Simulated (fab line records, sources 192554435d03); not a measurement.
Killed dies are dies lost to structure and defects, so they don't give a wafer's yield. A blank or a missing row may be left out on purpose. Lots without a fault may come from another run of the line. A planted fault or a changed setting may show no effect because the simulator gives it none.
Split-lot experiment | flow n5_finfet | 7 lots, 21 wafers read, on a route of 1938 steps

THE SPLIT
At N5_MOL_CONTACT_COAG_CONTACT_ETCH_14 (etches SiO2 in C4F6/O2, target depth 27.5 nm, overetch 8.5 nm, time 20 s), the setting time_s was moved away from the recipe's 20 s on 9 of the 21 wafers read, by -21.4% to +21.2%. The other wafers ran this setting at the recipe's value.

The reading is taken at the split's own step.

THE READING
SOC_of_MOL_CONTACT_COAG_COAT_103.thk_nm (the simulator's own value, which no gauge read), in nm, at N5_MOL_CONTACT_COAG_CONTACT_ETCH_14 (etches SiO2 in C4F6/O2, target depth 27.5 nm, overetch 8.5 nm, time 20 s). The file gives no usual value for it. The 12 wafers here that ran the recipe average 78.6 nm, standard deviation 0.25 nm.

wafer  | tool, chamber at the split | time_s as run, s | against the recipe | SOC_of_MOL_CONTACT_COAG_COAT_103.thk_nm, nm | against lot-mates on the recipe
L074.2 | rie_diel-01, 2             | 20               | recipe             | 79                                          | -
L074.5 | rie_diel-01, 0,1           | 20               | recipe             | 78.8                                        | -
L074.6 | rie_diel-01, 0,1           | 20               | recipe             | 78.8                                        | -
L082.1 | rie_diel-03, 3,2           | 22.14            | +10.7%             | 78.2                                        | -0.4
L082.3 | rie_diel-03, 3,2           | 22.14            | +10.7%             | 78.2                                        | -0.4
L082.5 | rie_diel-03, 3             | 20               | recipe             | 78.6                                        | -
L089.2 | rie_diel-01, 0             | 20               | recipe             | 78.4                                        | -
L089.5 | rie_diel-01, 0             | 20               | recipe             | 78.4                                        | -
L089.3 | rie_diel-01, 1             | 23.28            | +16.4%             | 78                                          | -0.4
L090.3 | rie_diel-01, 1             | 20               | recipe             | 78.6                                        | -
L090.5 | rie_diel-01, 1,2           | 23.29            | +16.4%             | 78.2                                        | -0.4
L090.6 | rie_diel-01, 1,2           | 23.29            | +16.4%             | 78.2                                        | -0.4
L093.1 | rie_diel-01, 2             | 20               | recipe             | 78.4                                        | -
L093.4 | rie_diel-01, 1             | 15.72            | -21.4%             | 78.8                                        | +0.4
L093.6 | rie_diel-01, 1             | 15.72            | -21.4%             | 78.8                                        | +0.4
L094.1 | rie_diel-03, 0,3           | 24.23            | +21.2%             | 77.8                                        | -0.4
L094.3 | rie_diel-03, 0,3           | 24.23            | +21.2%             | 77.8                                        | -0.4
L094.4 | rie_diel-03, 2             | 20               | recipe             | 78.2                                        | -
L097.1 | rie_diel-03, 3,1           | 20               | recipe             | 78.8                                        | -
L097.3 | rie_diel-03, 3,1           | 20               | recipe             | 78.8                                        | -
L097.4 | rie_diel-03, 2             | 20               | recipe             | 79                                          | -
Where a row lists several chambers, the file gives one row for several wafers and doesn't say which wafer went through which chamber.

THE FIT
A straight line over all 21 wafers: SOC_of_MOL_CONTACT_COAG_COAT_103.thk_nm changes by -0.0247 nm for each +1% of time_s; r = -0.76; the points scatter about the line by 0.25 nm.
The same after taking each lot's own level away (the mean of its wafers on the recipe; 21 wafers): -0.0213 nm for each +1%; r = -0.95; scatter 0.079 nm.
On that fit, the largest move of time_s shifts the reading by 0.46 nm.
The lots' own levels span 78.20 to 78.87 nm, that is 2.7 times the standard deviation above.
So the lot-to-lot level blurs the effect unless lot-mates are compared.
Check: with one of the wafers moved furthest among these (-21.4%) left out of the fit, the line predicts +0.443 nm for it against its lot-mates. It came out at +0.4 nm against them.

OTHER SPLITS ON THESE WAFERS
These wafers also went through other splits before the reading. Each is held against what the fit with the lots' levels taken away leaves over:
other split on the same wafers | wafers away from the commonest value | r with SOC_of_MOL_CONTACT_COAG_COAT_103.thk_nm (lot level and that fit taken away)
N5_HKMG_FIN_ETCH_54 bias_w     | 8                                    | +0.26
N5_GATE_CUT_COAT_27 spin_rpm   | 7                                    | -0.18
N5_GATE_CUT_EXPOSE_10 dose_mj  | 7                                    | +0.22

THE FILE'S OWN FIT
SOC_of_MOL_CONTACT_COAG_COAT_103.thk_nm changes by -0.0221 nm for each +1% of time_s, r = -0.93.
